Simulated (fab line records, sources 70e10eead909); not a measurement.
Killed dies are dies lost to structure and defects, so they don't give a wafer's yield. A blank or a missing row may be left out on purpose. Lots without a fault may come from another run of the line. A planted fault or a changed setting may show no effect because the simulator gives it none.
Which tool did it? | flow nand_harc | 11 lots, 31 wafers sampled, at 4 steps of a route of 1159

WHAT THE GAUGES READ, wafer by wafer
NHARC_A_BLC_CD_MEAS_10: target cd 100 nm.
lot  | measured     | on        | cd_nm (nm)
L519 | day 19 11:07 | cd_sem-01 | 100.3 99.6 100.5
L521 | day 19 19:08 | cd_sem-03 | 99.5 101.0 97.6
L522 | day 19 21:11 | cd_sem-02 | 99.7 99.5 99.8
L524 | day 20 04:11 | cd_sem-03 | 99.8 97.5
L523 | day 20 04:48 | cd_sem-03 | 100.9 97.8
L525 | day 21 17:29 | cd_sem-02 | 99.9 101.1 100.0
L530 | day 22 19:42 | cd_sem-03 | 99.9 100.4 100.1
L531 | day 23 09:16 | cd_sem-03 | 99.8 100.7 98.9
L535 | day 23 10:09 | cd_sem-03 | 101.7 100.9 100.3
L537 | day 23 23:46 | cd_sem-03 | 100.4 100.5 100.8
L538 | day 24 00:38 | cd_sem-03 | 100.2 100.6 99.8

WHICH TOOL RAN EACH LOT (tool, then ch and the chambers of the sampled wafers, then the start)
lot  | NHARC_A_CONTACT_ETCH_98                       | NHARC_A_CONTACT_ETCH_110           | NHARC_A_BLC_EXPOSE_07
L519 | rie_diel-08 ch 0,1,3, day 19 03:38 or earlier | rie_diel-08 ch 2,3, day 19 03:38   | arfi_scanner-03 ch 0, day 19 10:59
L521 | rie_diel-13 ch 0,3, day 19 15:45 or earlier   | rie_diel-13 ch 2,3, day 19 15:45   | arfi_scanner-03 ch 0, day 19 18:59
L522 | rie_diel-13 ch 0,1,2, day 19 17:46 or earlier | rie_diel-11 ch 0,1,2, day 19 17:46 | arfi_scanner-02 ch 0, day 19 21:02
L524 | rie_diel-11 ch 0,3, day 19 23:54 or earlier   | rie_diel-08 ch 0,2, day 19 23:54   | arfi_scanner-03 ch 0, day 20 04:02
L523 | rie_diel-08 ch 0,3, day 20 01:16 or earlier   | rie_diel-08 ch 1,3, day 20 01:16   | arfi_scanner-03 ch 0, day 20 04:40
L525 | rie_diel-13 ch 2,3, day 21 07:54 or earlier   | rie_diel-13 ch 0,1,3, day 21 07:54 | arfi_scanner-02 ch 0, day 21 17:21
L530 | rie_diel-08 ch 0,1,2, day 22 12:22 or earlier | rie_diel-13 ch 0,2,3, day 22 12:22 | arfi_scanner-03 ch 0, day 22 19:34
L531 | rie_diel-08 ch 0,1, day 22 20:26 or earlier   | rie_diel-08 ch 0,1,2, day 22 20:26 | arfi_scanner-03 ch 0, day 23 09:07
L535 | rie_diel-13 ch 1,2,3, day 22 23:25 or earlier | rie_diel-13 ch 1,2,3, day 22 23:25 | arfi_scanner-03 ch 0, day 23 10:01
L537 | rie_diel-08 ch 0,1,3, day 23 13:35 or earlier | rie_diel-08 ch 0,1,3, day 23 13:35 | arfi_scanner-03 ch 0, day 23 23:37
L538 | rie_diel-13 ch 0,2,3, day 23 16:26 or earlier | rie_diel-13 ch 0,2,3, day 23 16:26 | arfi_scanner-02 ch 0, day 24 00:30
- NHARC_A_CONTACT_ETCH_98: etches the open film in C4F6/O2, target depth 20 nm, time 10 s.
- NHARC_A_CONTACT_ETCH_110: etches the open film in CF4/O2, target depth 50 nm, overetch 5 nm, time 27.5 s.
- NHARC_A_BLC_EXPOSE_07: exposes mask A BLC, target cd 100 nm.

THE ANSWER, worked out from the rows above alone
Rule: what is usual is taken from the lots themselves. Put in order of their means at a reading, lots are off if they are a third of the lots or fewer, leave a main group of 4 or more, and stand apart from it by a gap of 3 or more times the standard deviation of the main group's means; of several such gaps the widest counts. A main group whose means are all the same, to the digits that the tables above print for the reading, isn't used. A lot without any number at a reading at which 4 lots or more have one is off too. The other lots that the step has rows for count as sound.
No lot is off at any reading shown: from this, nothing can be told.

WHAT THE SIMULATOR HAD PUT IN
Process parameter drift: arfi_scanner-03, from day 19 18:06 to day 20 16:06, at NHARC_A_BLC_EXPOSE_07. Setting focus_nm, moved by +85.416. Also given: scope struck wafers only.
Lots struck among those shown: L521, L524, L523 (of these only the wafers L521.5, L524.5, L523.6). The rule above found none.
